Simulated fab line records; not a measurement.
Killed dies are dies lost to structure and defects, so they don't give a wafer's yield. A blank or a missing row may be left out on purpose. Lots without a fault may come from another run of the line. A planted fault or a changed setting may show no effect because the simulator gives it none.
Comparing a struck lot with a sound one + flow n5Finfet + 37 steps out of a route of 1938
Sound: these wafers, L302.1, L302.2, L302.4. Wafers L296.1, L296.3, L296.5 were the ones struck. The cause is named last.
At each step with rows: each side's tool, then ch and its chambers, then its first start. Under that, the readings that differ: sound wafers + struck wafers + difference of the means + sigmas: that difference in standard deviations of wafers without a fault.
alike: a reading whose means differ by less than 2 such deviations, as well as words and numbers matching on both sides. not compared: withheld readings; readings where some wafer has no value; bounds like >300 that might hide an equal value; numbers whose values overlap and for which the record gives no deviation.
Wherever a step has rows on one side only, a row that says differs or no value, or a row with sigmas, the two part there. When numbers do not overlap yet have no deviation, they are printed without sigmas and do not part them. A reading that every wafer of one side lacks parts them only if that side has two wafers or more.

first, 9 steps without rows for these wafers: N5_BEOL_M4_ANNEAL_95 (time 240 s); N5_BEOL_M4_SPUTTER_96 (material Cu, target thk 4.5 nm, time 8.29 s); N5_BEOL_M4_ECD_50 (material Cu, target thk 300 nm); N5_BEOL_M4_ANNEAL_51 (time 90 s); N5_BEOL_M4_CMP_52 (polishes, stops on SiOC, t overpolish 6.8 s, target thk 40 nm); N5_BEOL_M4_PRE_CLEAN_60 (time 15 s); N5_BEOL_M4_CO_CAP_55 (material Co, precursor CCTBA/H2, target thk 2 nm, time 102.1 s); N5_BEOL_M4_PRE_CLEAN_56 (time 15 s); N5_BEOL_M4_DEP_57 (deposits SiCN from 3MS/NH3, target thk 8 nm, time 14 s).
N5_BEOL_M4_RC_MEAS_101:
  sound on prober-02 ch 0, day 13 18:35; struck on prober-02 ch 0, day 12 15:11
  alike: DIBL_N, DIBL_P, IOFF_N, IOFF_P, ION_N, ION_P, SS_N, SS_P, VT_N, VT_P
then, 24 steps without rows for these wafers: N5_BEOL_M5_ILD_DEP_00 (deposits SiCOH lowk from DEMS/porogen, target thk 140.64 nm, time 25.9 s); N5_BEOL_M5_CURE_79 (cures SiCOH lowk, time 240 s); N5_BEOL_M5_PECVD_70 (deposits SiO2 from TEOS/O2, target thk 16 nm, time 18 s); N5_BEOL_M5_HM_DEP_02 (deposits TiN, target thk 20 nm); N5_BEOL_M5_COAT_59 (time 60 s, resist thk 60 nm); N5_BEOL_M5_COAT_60 (time 60 s, resist thk 12 nm); N5_BEOL_M5_COAT_71 (time 60 s, resist thk 5 nm); N5_BEOL_M5_COAT_05 (resist thk 30 nm); N5_BEOL_M5_EBR_07; N5_BEOL_M5_SOFTBAKE_06 (time 60 s); N5_BEOL_M5_EXPOSE_08 (exposes mask M5, target cd 28 nm); N5_BEOL_M5_PEB_09 (peb time 60 s); N5_BEOL_M5_DEVELOP_10 (develop time 30 s); N5_BEOL_M5_DESCUM_16 (chemistry O2, time 7 s); N5_BEOL_M5_ETCH_72 (etches underlayer in N2/H2, target depth 6.5 nm, time 5.2 s); N5_BEOL_M5_ETCH_61 (etches SiARC in CF4, target depth 15.6 nm, time 26 s); N5_BEOL_M5_ETCH_62 (etches SOC in N2/H2, target depth 75 nm, overetch 15 nm, time 112.5 s); N5_BEOL_M5_STRIP_63 (strips in N2/H2); N5_BEOL_M5_STRIP_73 (strips in N2/H2); N5_BEOL_M5_STRIP_64 (strips in CF4); N5_BEOL_M5_HM_OPEN_17 (chemistry Cl2/BCl3, target TiN, target depth 20 nm, overetch 6 nm); N5_BEOL_M5_STRIP_19 (strips in O2); N5_BEOL_M5_COAT_65 (time 60 s, resist thk 60 nm); N5_BEOL_M5_COAT_66 (time 60 s, resist thk 12 nm).
N5_BEOL_M8_ETCH_62: etches SOC in N2/H2, target depth 110 nm, overetch 22 nm, time 165 s.
  sound on rieDiel-04 ch 0,1,3, day 15 07:40; struck on rieDiel-01 ch 0,1,3, day 13 23:14
| reading                                   | sound             | struck            | difference | sigmas |
|-------------------------------------------|-------------------|-------------------|------------|--------|
| rfFwdPowerW (W)                           | 841.1 836.4 838.0 | 634.3 634.4 637.7 | -203.0     | -85    |
| rfVppV (V)                                | 524.9 525.4 527.1 | 571.5 571.6 575.2 | +47.0      | +18    |
| model.SiARC_of_BEOL_M8_COAT_60.thkNm (nm) | 28.4 28.2 28.8    | 29.2 29.6 29.2    | +0.9       |        |
  alike: drypumpMotorCurrentA, oesProductAu, showerheadPlenumPTorr, throttleValvePct
  not compared: rfHoursCounterH
N5_BEOL_M8_OCD_MEAS_38:
  sound on ocd-01, day 15 10:01; struck on ocd-02, day 14 00:47
| reading            | sound          | struck         | difference | sigmas |
|--------------------|----------------|----------------|------------|--------|
| trenchDepthNm (nm) | 87.1 94.2 91.5 | 75.3 75.5 86.8 | -11.7      | -5     |
-- here the record skips 3 days between the struck wafers' starts before and after, leaving off in module BEOL_M8 and picking up in module PASSIVATION (first step shown: number 1936 of the route) --
N5_PASSIVATION_PROBE_49:
  the record has rows for the struck wafers here (prober-02, day 16 21:08) and none for the sound ones

== WHERE THEY PART ==
Earliest at N5_BEOL_M8_ETCH_62; latest, in this record, at N5_PASSIVATION_PROBE_49.

WHY: whatever the simulator had introduced
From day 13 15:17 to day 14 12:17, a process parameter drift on rieDiel-01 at N5_BEOL_M8_ETCH_62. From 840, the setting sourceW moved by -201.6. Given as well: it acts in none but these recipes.
